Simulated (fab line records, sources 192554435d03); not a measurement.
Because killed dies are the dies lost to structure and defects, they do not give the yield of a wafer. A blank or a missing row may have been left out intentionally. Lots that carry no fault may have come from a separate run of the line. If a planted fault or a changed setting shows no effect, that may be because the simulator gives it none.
Matching of chambers ; flow n5-finfet ; 3 sister chambers for N5_BEOL_M3_PRE_CLEAN_60 on cvd-co-02
The step time 15 s. 3 wafers are shown with their chamber, then 7 later ones without.

== WAFERS WITH THEIR CHAMBER ==
wafer;chamber;heater-power-w (W)
L587.5;1;105
L594.5;0;81
L598.3;2;131

== WAFERS MISSING THEIR CHAMBER ==
wafer;heater-power-w (W)
L598.4;133
L598.6;83
L599.1;105
L599.5;86
L599.6;136
L601.5;104
L601.6;139

== CHAMBER TAKEN BY EACH ==
wafer;from the rows above;in truth
L598.4;2;2
L598.6;0;0
L599.1;1;1
L599.5;0;0
L599.6;2;2
L601.5;1;1
L601.6;2;2
7 of 7 placed correctly. Number that these rows cannot place: 0. Number placed wrongly: 0.
How it was worked out, from the rows above alone: a wafer's distance from a chamber is the root of the sum, over the readings, of the square of ((its reading less the chamber's mean) divided by the reading's scatter). The wafer belongs to the nearest chamber; if the next one is less than 2 further off, it can't be placed. A chamber's mean is the mean of its shown wafers. The scatter (one wafer shown for each chamber): square how far every hidden wafer sits from the nearest shown wafer, average those squares and take the square root.
